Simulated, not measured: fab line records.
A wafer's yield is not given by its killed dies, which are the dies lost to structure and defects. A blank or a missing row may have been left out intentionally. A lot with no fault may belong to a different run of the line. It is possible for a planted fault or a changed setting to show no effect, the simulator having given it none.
Chamber matching | flow n5Finfet | 4 sister chambers for N5_BEOL_M0_SAQP_SPACER2_ETCHBACK_27 on rieDiel-04
The step etches SiO2 in CHF3/O2, target depth 22.5 nm, time 11.25 s. 8 wafers are shown with their chamber, then 9 later ones without.

== WAFERS PAIRED WITH THEIR CHAMBERS ==
wafer  | chamber | drypumpMotorCurrentA (A) | showerheadPlenumPTorr (Torr)
L078.1 | 0       | 5.4                      | 2.54
L080.1 | 3       | 6.4                      | 2.41
L080.4 | 2       | 6.5                      | 2.39
L085.3 | 2       | 6.5                      | 2.39
L085.6 | 1       | 6.2                      | 2.41
L091.1 | 1       | 6.2                      | 2.40
L091.2 | 3       | 6.5                      | 2.40
L091.4 | 0       | 5.4                      | 2.53

== WAFERS WITHOUT THEIR CHAMBER ==
wafer  | drypumpMotorCurrentA (A) | showerheadPlenumPTorr (Torr)
L093.1 | 5.4                      | 2.53
L093.3 | 6.4                      | 2.40
L093.6 | 6.2                      | 2.40
L094.1 | 6.2                      | 2.40
L094.3 | 6.5                      | 2.38
L094.4 | 5.4                      | 2.53
L096.1 | 6.5                      | 2.40
L096.5 | 6.3                      | 2.40
L096.6 | 5.4                      | 2.53

== CHAMBER TAKEN BY EACH ==
wafer  | from the rows above     | in truth
L093.1 | 0                       | 0
L093.3 | can't be placed: 3 or 2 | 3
L093.6 | 1                       | 1
L094.1 | 1                       | 1
L094.3 | 2                       | 2
L094.4 | 0                       | 0
L096.1 | can't be placed: 2 or 3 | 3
L096.5 | can't be placed: 1 or 3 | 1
L096.6 | 0                       | 0
Placed correctly: 6 of 9. Cannot be placed on the basis of these rows: 3; the candidates contain the true chamber in 3. Placed wrongly: 0.
How it was worked out, from the rows above alone: a wafer's distance from a chamber is the root of the sum, over the readings, of the square of ((its reading less the chamber's mean) divided by the reading's scatter). If the next closest chamber is less than 2 further off than the closest, the wafer can't be placed; otherwise it belongs to the closest. For every chamber, the mean is computed from those of its wafers that are shown. How the scatter is found: for the shown wafers, subtract from each reading the mean of its chamber, square and add these, divide the total by (wafers less chambers), then take the root.
